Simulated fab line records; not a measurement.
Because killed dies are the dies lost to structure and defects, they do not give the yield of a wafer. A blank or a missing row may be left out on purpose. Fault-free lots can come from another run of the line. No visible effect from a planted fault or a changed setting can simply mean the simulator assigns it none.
Which tool did it? / flow n5Finfet / 72 wafers sampled from 24 lots at 1 step of a route of 1938

== WHAT THE GAUGES READ, wafer by wafer ==
N5_BEOL_M2_INSPECT_59: inspects for defects (darkfield).
lot=L074; measured=day 6 18:38; on=defectInspect-01; rawDefectCount=89 37 53
lot=L076; measured=day 7 08:29; on=defectInspect-01; rawDefectCount=56 71 71
lot=L075; measured=day 7 09:58; on=defectInspect-02; rawDefectCount=99 63 67
lot=L077; measured=day 7 16:08; on=defectInspect-02; rawDefectCount=53 71 57
lot=L078; measured=day 8 01:44; on=defectInspect-02; rawDefectCount=68 68 53
lot=L079; measured=day 8 02:01; on=defectInspect-01; rawDefectCount=68 73 96
lot=L080; measured=day 8 09:35; on=defectInspect-02; rawDefectCount=101 83 112
lot=L081; measured=day 8 14:54; on=defectInspect-02; rawDefectCount=123 75 69
lot=L082; measured=day 8 16:32; on=defectInspect-01; rawDefectCount=58 58 39
lot=L083; measured=day 9 04:55; on=defectInspect-02; rawDefectCount=64 100 65
lot=L084; measured=day 9 05:40; on=defectInspect-02; rawDefectCount=90 47 78
lot=L085; measured=day 9 19:10; on=defectInspect-01; rawDefectCount=58 56 69
lot=L086; measured=day 10 00:59; on=defectInspect-02; rawDefectCount=44 39 61
lot=L087; measured=day 10 07:39; on=defectInspect-02; rawDefectCount=82 82 65
lot=L088; measured=day 10 09:29; on=defectInspect-02; rawDefectCount=65 100 100
lot=L089; measured=day 10 15:42; on=defectInspect-02; rawDefectCount=45 67 90
lot=L090; measured=day 10 22:41; on=defectInspect-02; rawDefectCount=92 118 111
lot=L091; measured=day 11 01:46; on=defectInspect-01; rawDefectCount=36 47 54
lot=L092; measured=day 11 05:00; on=defectInspect-01; rawDefectCount=69 47 62
lot=L093; measured=day 11 11:58; on=defectInspect-01; rawDefectCount=38 61 66
lot=L094; measured=day 12 05:49; on=defectInspect-02; rawDefectCount=66 80 145
lot=L095; measured=day 12 10:54; on=defectInspect-01; rawDefectCount=30 33 62
lot=L097; measured=day 12 15:56; on=defectInspect-02; rawDefectCount=35 82 52
lot=L096; measured=day 12 19:17; on=defectInspect-02; rawDefectCount=73 78 96

== WHICH TOOL RAN EACH LOT (tool, then ch and the chambers of the sampled wafers, then the start) ==
Before these readings, the record contains no process step.

== AS READ BY THE TOOLS THEMSELVES (means over the sampled wafers that have a number; for cases with no such wafer, the mark the record gives instead) ==
The record holds no such reading with a usual standard deviation.

== THE ANSWER, worked out from the rows above alone ==
Rule: the lots themselves supply what counts as usual. The widest of any qualifying gaps counts: lots, ordered by their means at a reading, are off when they make up no more than a third of the lots, leave a main group of 4 or more, and stand apart from it by 3 or more times the standard deviation of that group's means. A main group is skipped when, at the precision printed for the reading in the tables above, its means are all equal. Also off: a lot with no number at a reading for which 4 or more lots have one. Where the step has rows for the other lots, those lots are counted as sound. The gauges are gone through in route order, then the tools' own readings, and for those a lot's mean is taken as printed above. At the first step where some lot is off, the reading lying furthest off is the one used; lots without a number count as furthest.
No lot is off on any of the readings shown, so nothing can be concluded from this.

== WHAT THE SIMULATOR PUT IN ==
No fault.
